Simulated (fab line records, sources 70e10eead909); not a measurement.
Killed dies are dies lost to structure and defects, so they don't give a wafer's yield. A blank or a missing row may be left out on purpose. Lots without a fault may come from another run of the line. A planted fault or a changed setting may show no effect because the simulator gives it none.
Chamber matching | flow nand_harc | NHARC_A_CONTACT_ETCH_88 on rie_diel-03: 4 sister chambers
The step etches the open film in CF4, target depth 39 nm, time 65 s. 18 wafers are shown with their chamber, then 9 later ones without.

WAFERS WITH THEIR CHAMBER
wafer  | chamber | drypump_motor_current_A (A) | showerhead_plenum_p_Torr (Torr) | oes_product_au (a.u.)
L838.2 | 1       | 5.4                         | 1.84                            | 1.012
L838.3 | 0       | 5.3                         | 1.64                            | 0.993
L838.6 | 0       | 5.3                         | 1.64                            | 0.994
L840.2 | 0       | 5.3                         | 1.64                            | 0.989
L840.4 | 2       | 6.3                         | 1.78                            | 1.007
L840.6 | 0       | 5.3                         | 1.64                            | 0.988
L842.4 | 1       | 5.4                         | 1.84                            | 1.020
L842.5 | 0       | 5.3                         | 1.64                            | 1.005
L842.6 | 3       | 5.9                         | 1.70                            | 1.007
L843.1 | 0       | 5.3                         | 1.64                            | 0.991
L843.2 | 2       | 6.3                         | 1.77                            | 1.004
L843.5 | 3       | 5.9                         | 1.70                            | 1.003
L849.3 | 0       | 5.3                         | 1.91                            | 0.996
L849.4 | 2       | 6.2                         | 1.77                            | 1.006
L849.6 | 2       | 6.2                         | 1.77                            | 0.997
L855.2 | 1       | 5.4                         | 1.83                            | 1.012
L855.5 | 3       | 5.9                         | 1.70                            | 1.008
L855.6 | 2       | 6.2                         | 1.77                            | 0.999

SIGNATURES (means of the wafers above)
reading                  | chamber 0 | chamber 1 | chamber 2 | chamber 3 | scatter within a chamber
drypump_motor_current_A  | 5.300     | 5.400     | 6.240     | 5.900     | 0.0293
showerhead_plenum_p_Torr | 1.6786    | 1.8367    | 1.7720    | 1.7000    | 0.0669
oes_product_au           | 0.99371   | 1.01467   | 1.00260   | 1.00600   | 0.00485
Rule: a wafer's distance from a chamber is the root of the sum, over the readings, of the square of ((its reading less the chamber's mean) divided by the reading's scatter). The wafer belongs to the nearest chamber; if the next one is less than 2 further off, it can't be placed. The scatter: the root of (the sum of the squares of (reading less its chamber's mean) over the shown wafers, divided by (wafers less chambers)).

WAFERS WITHOUT THEIR CHAMBER
wafer  | drypump_motor_current_A (A) | showerhead_plenum_p_Torr (Torr) | oes_product_au (a.u.)
L854.2 | 6.2                         | 1.77                            | 1.009
L854.3 | 5.9                         | 1.70                            | 1.006
L854.6 | 5.9                         | 1.70                            | 0.999
L857.2 | 5.3                         | 1.90                            | 0.997
L857.4 | 5.4                         | 1.83                            | 1.002
L857.6 | 5.3                         | 1.90                            | 1.003
L858.3 | 5.3                         | 1.90                            | 1.014
L858.4 | 5.4                         | 1.83                            | 1.008
L858.6 | 5.3                         | 1.90                            | 0.993

WHICH CHAMBER EACH WENT THROUGH
wafer  | from the rows above     | in truth
L854.2 | 2                       | 2
L854.3 | 3                       | 3
L854.6 | 3                       | 3
L857.2 | can't be placed: 0 or 1 | 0
L857.4 | can't be placed: 1 or 0 | 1
L857.6 | can't be placed: 0 or 1 | 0
L858.3 | can't be placed: 1 or 0 | 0
L858.4 | 1                       | 1
L858.6 | 0                       | 0
Placed correctly: 5 of 9. Can't be placed from these rows: 4 (the true chamber is among the candidates in 4). Placed wrongly: 0.
